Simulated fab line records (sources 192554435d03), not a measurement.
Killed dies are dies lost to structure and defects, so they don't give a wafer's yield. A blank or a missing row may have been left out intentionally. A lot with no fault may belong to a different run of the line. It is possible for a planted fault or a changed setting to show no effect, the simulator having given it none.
Split-lot experiment	flow n5-finfet	route with 1938 steps; 7 lots, 21 wafers read

## ON THE SPLIT
At N5_BEOL_M9_TRENCH_ETCH_37 (etches SiCOH lowk in C4F6/O2, target depth 151.43 nm, time 49 s), the setting time-s was moved away from the recipe's 49 s on 8 of the 21 wafers read, by -20.6% to +21.3%. This setting was run at the recipe's value on the other wafers.

## FROM THE SPLIT TO THE READING: what the file shows between them, 11 steps
- N5_BEOL_M9_ETCH_41: etches SiCN in CH3F/O2, target depth 36.6 nm, time 70.1 s
- N5_BEOL_M9_STRIP_80: strips in N2/H2, time 10 s
- N5_BEOL_M9_OCD_MEAS_38
- N5_BEOL_M9_HM_STRIP_39: strips TiN in peroxide tin strip, target depth 25 nm, time 158 s
- N5_BEOL_M9_SRD_40: time 30 s
- N5_BEOL_M9_ECD_50: material Cu, target thk 318 nm
- N5_BEOL_M9_ANNEAL_51: time 90 s
- N5_BEOL_M9_CMP_52: polishes, stops on SiCOH lowk, t overpolish 7 s, target thk 140 nm
- N5_BEOL_M9_THK_MEAS_53: measures by xrf
- N5_BEOL_M9_PRE_CLEAN_55: time 15 s
- N5_BEOL_M9_DEP_56: deposits SiCN from 3MS/NH3, target thk 15 nm, time 26.5 s

## THE READING
M9_RS, in ohm/sq, at N5_BEOL_M9_RS_MEAS_57 (measures by four-point-probe). Fault-free wafers of this fab line usually give 0.151 ohm/sq, standard deviation 0.0037 ohm/sq.

wafer	tool, chamber at the split	time-s as run, s	against the recipe	M9_RS, ohm/sq	against lot-mates on the recipe
L079.2	rie-diel-03, 3	52.73	+7.6%	0.138	-0.014
L079.4	rie-diel-03, 0	49	recipe	0.152	-
L079.5	rie-diel-03, 1	52.73	+7.6%	0.137	-0.015
L082.1	rie-diel-03, 1	49	recipe	0.147	-
L082.2	rie-diel-03, 0	49	recipe	0.149	-
L082.6	rie-diel-03, 1	49	recipe	0.144	-
L084.2	rie-diel-06, 0	49	recipe	0.153	-
L084.4	rie-diel-06, 2	49	recipe	0.159	-
L084.6	rie-diel-06, 2	49	recipe	0.157	-
L086.3	rie-diel-03, 0	43.22	-11.8%	0.178	+0.022
L086.5	rie-diel-03, 2	49	recipe	0.156	-
L086.6	rie-diel-03, 3	43.22	-11.8%	0.177	+0.021
L087.1	rie-diel-05, 2	38.91	-20.6%	0.190	+0.044
L087.2	rie-diel-05, 0	38.91	-20.6%	0.192	+0.046
L087.5	rie-diel-05, 0	49	recipe	0.146	-
L088.1	rie-diel-03, 3	49	recipe	0.146	-
L088.3	rie-diel-03, 0	59.37	+21.2%	0.121	-0.027
L088.5	rie-diel-03, 3	49	recipe	0.150	-
L091.2	rie-diel-05, 0	59.44	+21.3%	0.118	-0.030
L091.5	rie-diel-05, 1	49	recipe	0.149	-
L091.6	rie-diel-05, 0	49	recipe	0.147	-

FIT RESULTS
A straight line over all 21 wafers: M9_RS changes by -0.00178 ohm/sq for each +1% of time-s; r = -0.97; the points scatter about the line by 0.0047 ohm/sq.
The same after taking each lot's own level away (the mean of its wafers on the recipe; 21 wafers): -0.00176 ohm/sq for each +1%; r = -0.98; scatter 0.004 ohm/sq.
That fit puts the effect of the largest move of time-s on the reading at 0.038 ohm/sq.
Across the lots, their own levels run from 0.1460 to 0.1563 ohm/sq, a range of 2.8 times the standard deviation given above.
The two slopes are in agreement: the lot-to-lot level therefore moves the slope only a little.
Check: for one of the wafers moved furthest among these (+21.3%), held out of the fit, the line's prediction against its lot-mates is -0.0381 ohm/sq. It came out at -0.03 ohm/sq against them.

## OTHER SPLITS APPLIED TO THESE WAFERS
Other splits were also applied to these wafers ahead of the reading. Each is held against what the fit with the lots' levels taken away leaves over:
other split on the same wafers	wafers away from the commonest value	r with M9_RS (lot level and that fit taken away)
N5_BEOL_M7_ETCH_62 source-w	5	-0.14
N5_BEOL_M8_ILD_DEP_00 time-s	5	+0.08
N5_BEOL_M8_DESCUM_33 time-s	8	+0.45
N5_BEOL_M8_ETCH_72 h2-flow-sccm	8	-0.16

## THE WHOLE CHAIN: every reading that the file lists as answering this split, in the file's order
step	what it does	reading	change (the file's fit)	r (the file's)
N5_BEOL_M9_TRENCH_ETCH_37	etches SiCOH lowk in C4F6/O2, target depth 151.43 nm, time 49 s	etch.depth-nm (the simulator's own value, which no gauge read)	+1.48 nm for each +1% of the setting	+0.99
N5_BEOL_M9_TRENCH_ETCH_37	etches SiCOH lowk in C4F6/O2, target depth 151.43 nm, time 49 s	BEOL_M9.feature-depth-nm (the simulator's own value, which no gauge read)	+1.48 nm for each +1% of the setting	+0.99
N5_BEOL_M9_TRENCH_ETCH_37	etches SiCOH lowk in C4F6/O2, target depth 151.43 nm, time 49 s	TiN_of_BEOL_M9_HM_DEP_02.thk-nm (the simulator's own value, which no gauge read)	-0.0399 nm for each +1% of the setting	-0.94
N5_BEOL_M9_OCD_MEAS_38		trench-depth-nm	+1.48 nm for each +1% of the setting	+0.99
N5_BEOL_M9_CMP_52	polishes, stops on SiCOH lowk, t overpolish 7 s, target thk 140 nm	Cu_of_BEOL_M9_ECD_50.thk-nm (the simulator's own value, which no gauge read)	+1.46 nm for each +1% of the setting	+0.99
N5_BEOL_M9_THK_MEAS_53	measures by xrf	M9_THK	+1.47 for each +1% of the setting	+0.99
N5_BEOL_M9_RS_MEAS_57	measures by four-point-probe	M9_RS	-0.00165 for each +1% of the setting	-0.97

## FILE'S OWN FIT
M9_RS changes by -0.00165 ohm/sq for each +1% of time-s, r = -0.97.
